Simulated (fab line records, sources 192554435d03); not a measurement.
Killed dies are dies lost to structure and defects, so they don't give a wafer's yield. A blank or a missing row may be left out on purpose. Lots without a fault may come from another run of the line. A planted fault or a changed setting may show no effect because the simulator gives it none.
Which tool did it? | flow n5_finfet | 24 lots, 72 wafers sampled, at 4 steps of a route of 1938

WHAT THE GAUGES READ, wafer by wafer
N5_BEOL_M2_OVL_MEAS_12.
lot  | measured     | on         | M2_OVL (nm)
L074 | day 6 13:18  | overlay-01 | -0.7 0.6 -0.8
L075 | day 6 19:23  | overlay-02 | -0.9 -0.2 -1.3
L077 | day 7 03:51  | overlay-02 | 0.2 0.5 0.0
L076 | day 7 03:54  | overlay-02 | -1.1 -0.7 -1.1
L078 | day 7 08:49  | overlay-02 | 0.2 -0.2 -0.9
L080 | day 7 19:41  | overlay-01 | -0.6 -0.8 -1.2
L079 | day 7 21:14  | overlay-02 | -0.3 -0.2 -1.3
L081 | day 8 09:18  | overlay-01 | 0.2 0.4 0.6
L082 | day 8 18:58  | overlay-01 | -0.4 0.5 -0.4
L083 | day 9 02:17  | overlay-02 | -0.3 -1.3 -0.5
L085 | day 9 05:59  | overlay-01 | 0.0 0.4 -1.0
L084 | day 9 07:11  | overlay-02 | -0.8 -0.2 -0.4
L086 | day 9 11:11  | overlay-02 | -0.5 -1.4 -0.1
L087 | day 9 19:52  | overlay-02 | -0.3 -1.0 -0.6
L088 | day 9 23:01  | overlay-01 | -1.4 -1.0 -0.7
L089 | day 10 04:06 | overlay-02 | -1.2 0.3 -1.1
L090 | day 10 14:40 | overlay-02 | -0.3 0.4 -0.7
L091 | day 10 17:31 | overlay-01 | -0.8 -1.1 0.2
L092 | day 11 07:50 | overlay-02 | 0.2 0.7 0.4
L093 | day 11 08:51 | overlay-01 | 0.2 0.2 -0.4
L094 | day 11 10:19 | overlay-02 | -1.1 -0.3 -0.9
L096 | day 11 23:43 | overlay-02 | -0.1 -0.6 0.0
L095 | day 12 03:12 | overlay-02 | 0.1 0.2 -1.3
L097 | day 12 05:44 | overlay-01 | 0.8 -0.7 -1.3

WHICH TOOL RAN EACH LOT (tool, then ch and the chambers of the sampled wafers, then the start)
lot  | N5_BEOL_M1_SPUTTER_92        | N5_BEOL_M1_PRE_CLEAN_60          | N5_BEOL_M2_HM_DEP_02
L074 | pvd_sputter-02, day 6 10:23  | cvd_co-02 ch 0,2, day 6 11:41    | pvd_sputter-03, day 6 12:43
L075 | pvd_sputter-02, day 6 15:29  | cvd_co-02 ch 1,2, day 6 16:44    | pvd_sputter-03, day 6 18:57
L077 | pvd_sputter-01, day 6 22:39  | cvd_co-01 ch 1,2, day 6 23:55    | pvd_sputter-01, day 7 03:18
L076 | pvd_sputter-02, day 6 22:44  | cvd_co-02 ch 0,2, day 7 00:01    | pvd_sputter-01, day 7 03:24
L078 | pvd_sputter-01, day 7 06:19  | cvd_co-02 ch 0,1, day 7 07:38    | pvd_sputter-02, day 7 08:23
L080 | pvd_sputter-02, day 7 17:11  | cvd_co-01 ch 0,1,2, day 7 18:27  | pvd_sputter-02, day 7 19:14
L079 | pvd_sputter-03, day 7 17:31  | cvd_co-01 ch 0,1, day 7 18:47    | pvd_sputter-03, day 7 20:49
L081 | pvd_sputter-03, day 8 05:02  | cvd_co-01 ch 0,2, day 8 06:26    | pvd_sputter-02, day 8 08:45
L082 | pvd_sputter-02, day 8 14:27  | cvd_co-02 ch 0,1,2, day 8 15:43  | pvd_sputter-02, day 8 18:32
L083 | pvd_sputter-03, day 8 23:24  | cvd_co-02 ch 1,2, day 9 00:40    | pvd_sputter-01, day 9 01:50
L085 | pvd_sputter-02, day 9 01:14  | cvd_co-01 ch 0,2, day 9 02:47    | pvd_sputter-01, day 9 05:34
L084 | pvd_sputter-01, day 9 04:36  | cvd_co-02 ch 0,1,2, day 9 05:53  | pvd_sputter-01, day 9 06:46
L086 | pvd_sputter-02, day 9 08:49  | cvd_co-01 ch 0,1,2, day 9 10:05  | pvd_sputter-03, day 9 10:45
L087 | pvd_sputter-01, day 9 17:39  | cvd_co-01 ch 0,2, day 9 18:55    | pvd_sputter-02, day 9 19:26
L088 | pvd_sputter-01, day 9 20:50  | cvd_co-02 ch 1,2, day 9 22:05    | pvd_sputter-03, day 9 22:35
L089 | pvd_sputter-01, day 10 00:01 | cvd_co-01 ch 0,1,2, day 10 01:22 | pvd_sputter-01, day 10 03:40
L090 | pvd_sputter-01, day 10 10:23 | cvd_co-01 ch 0,2, day 10 11:40   | pvd_sputter-02, day 10 14:14
L091 | pvd_sputter-01, day 10 14:04 | cvd_co-02 ch 0,1,2, day 10 15:34 | pvd_sputter-03, day 10 17:05
L092 | pvd_sputter-03, day 11 03:33 | cvd_co-01 ch 1,2, day 11 04:49   | pvd_sputter-02, day 11 07:15
L093 | pvd_sputter-03, day 11 06:19 | cvd_co-01 ch 0,1,2, day 11 07:35 | pvd_sputter-01, day 11 08:25
L094 | pvd_sputter-03, day 11 08:09 | cvd_co-02 ch 1,2, day 11 09:25   | pvd_sputter-03, day 11 09:54
L096 | pvd_sputter-03, day 11 21:23 | cvd_co-02 ch 0,1, day 11 22:45   | pvd_sputter-03, day 11 23:17
L095 | pvd_sputter-03, day 12 00:47 | cvd_co-02 ch 1,2, day 12 02:03   | pvd_sputter-01, day 12 02:38
L097 | pvd_sputter-01, day 12 01:52 | cvd_co-02 ch 1,2, day 12 03:07   | pvd_sputter-02, day 12 05:19
- N5_BEOL_M1_SPUTTER_92: material Cu, target thk 4.5 nm, time 8.29 s.
- N5_BEOL_M1_PRE_CLEAN_60: time 15 s.
- N5_BEOL_M2_HM_DEP_02: deposits TiN, target thk 20 nm.

WHAT THE TOOLS THEMSELVES READ (means of the sampled wafers that have a number; where no wafer has one, the mark that the record gives instead)
N5_BEOL_M1_SPUTTER_92.
lot  | tool           | chamber_pressure_pa (Pa) | throttle_valve_pct (%)
L074 | pvd_sputter-02 | 0.07                     | 31.1
L075 | pvd_sputter-02 | 0.07                     | 31.2
L077 | pvd_sputter-01 | 0.07                     | 29.9
L076 | pvd_sputter-02 | 0.07                     | 31.1
L078 | pvd_sputter-01 | 0.07                     | 30.6
L080 | pvd_sputter-02 | 0.07                     | 30.8
L079 | pvd_sputter-03 | 0.07                     | 29.5
L081 | pvd_sputter-03 | 0.07                     | 29.2
L082 | pvd_sputter-02 | 0.07                     | 30.4
L083 | pvd_sputter-03 | 0.07                     | 29.6
L085 | pvd_sputter-02 | 0.07                     | 31.1
L084 | pvd_sputter-01 | 0.07                     | 30.6
L086 | pvd_sputter-02 | 0.07                     | 30.1
L087 | pvd_sputter-01 | 0.07                     | 29.9
L088 | pvd_sputter-01 | 0.07                     | 29.9
L089 | pvd_sputter-01 | 0.07                     | 30.4
L090 | pvd_sputter-01 | 0.07                     | 29.2
L091 | pvd_sputter-01 | 0.07                     | 28.9
L092 | pvd_sputter-03 | 0.07                     | 29.6
L093 | pvd_sputter-03 | 0.07                     | 29.9
L094 | pvd_sputter-03 | 0.07                     | 29.5
L096 | pvd_sputter-03 | 0.07                     | 30.1
L095 | pvd_sputter-03 | 0.07                     | 29.9
L097 | pvd_sputter-01 | 0.07                     | 29.9

N5_BEOL_M1_PRE_CLEAN_60.
lot  | tool      | heater_power_w (W)
L074 | cvd_co-02 | 72
L075 | cvd_co-02 | 85
L077 | cvd_co-01 | 68
L076 | cvd_co-02 | 70
L078 | cvd_co-02 | 82
L080 | cvd_co-01 | 73
L079 | cvd_co-01 | 79
L081 | cvd_co-01 | 67
L082 | cvd_co-02 | 79
L083 | cvd_co-02 | 86
L085 | cvd_co-01 | 72
L084 | cvd_co-02 | 81
L086 | cvd_co-01 | 72
L087 | cvd_co-01 | 73
L088 | cvd_co-02 | 77
L089 | cvd_co-01 | 74
L090 | cvd_co-01 | 68
L091 | cvd_co-02 | 80
L092 | cvd_co-01 | 69
L093 | cvd_co-01 | 73
L094 | cvd_co-02 | 86
L096 | cvd_co-02 | 89
L095 | cvd_co-02 | 77
L097 | cvd_co-02 | 88

N5_BEOL_M2_HM_DEP_02.
lot  | tool           | chamber_pressure_pa (Pa) | throttle_valve_pct (%)
L074 | pvd_sputter-03 | 0.4994                   | 29.2
L075 | pvd_sputter-03 | 0.4996                   | 29.5
L077 | pvd_sputter-01 | 0.5000                   | 30.5
L076 | pvd_sputter-01 | 0.5005                   | 30.8
L078 | pvd_sputter-02 | 0.4997                   | 31.1
L080 | pvd_sputter-02 | 0.5000                   | 30.4
L079 | pvd_sputter-03 | 0.4996                   | 28.9
L081 | pvd_sputter-02 | 0.4993                   | 30.8
L082 | pvd_sputter-02 | 0.4992                   | 30.0
L083 | pvd_sputter-01 | 0.4995                   | 30.7
L085 | pvd_sputter-01 | 0.4989                   | 30.0
L084 | pvd_sputter-01 | 0.4999                   | 31.2
L086 | pvd_sputter-03 | 0.4991                   | 29.7
L087 | pvd_sputter-02 | 0.5008                   | 31.2
L088 | pvd_sputter-03 | 0.4998                   | 29.5
L089 | pvd_sputter-01 | 0.5003                   | 29.6
L090 | pvd_sputter-02 | 0.4998                   | 30.5
L091 | pvd_sputter-03 | 0.5003                   | 28.8
L092 | pvd_sputter-02 | 0.4993                   | 29.9
L093 | pvd_sputter-01 | 0.5011                   | 29.8
L094 | pvd_sputter-03 | 0.5005                   | 30.2
L096 | pvd_sputter-03 | 0.5003                   | 29.5
L095 | pvd_sputter-01 | 0.4996                   | 29.8
L097 | pvd_sputter-02 | 0.5004                   | 30.6

THE ANSWER, worked out from the rows above alone
Rule: what is usual is taken from the lots themselves. Put in order of their means at a reading, lots are off if they are a third of the lots or fewer, leave a main group of 4 or more, and stand apart from it by a gap of 3 or more times the standard deviation of the main group's means; of several such gaps the widest counts. A main group whose means are all the same, to the digits that the tables above print for the reading, isn't used. A lot without any number at a reading at which 4 lots or more have one is off too. The other lots that the step has rows for count as sound. The gauges are gone through in route order, then the tools' own readings, and for those a lot's mean is taken as printed above. The first step at which some lot is off is used, and at that step the reading that is off furthest; a lot without a number counts as furthest.
No lot is off at any reading shown: from this, nothing can be told.

WHAT THE SIMULATOR HAD PUT IN
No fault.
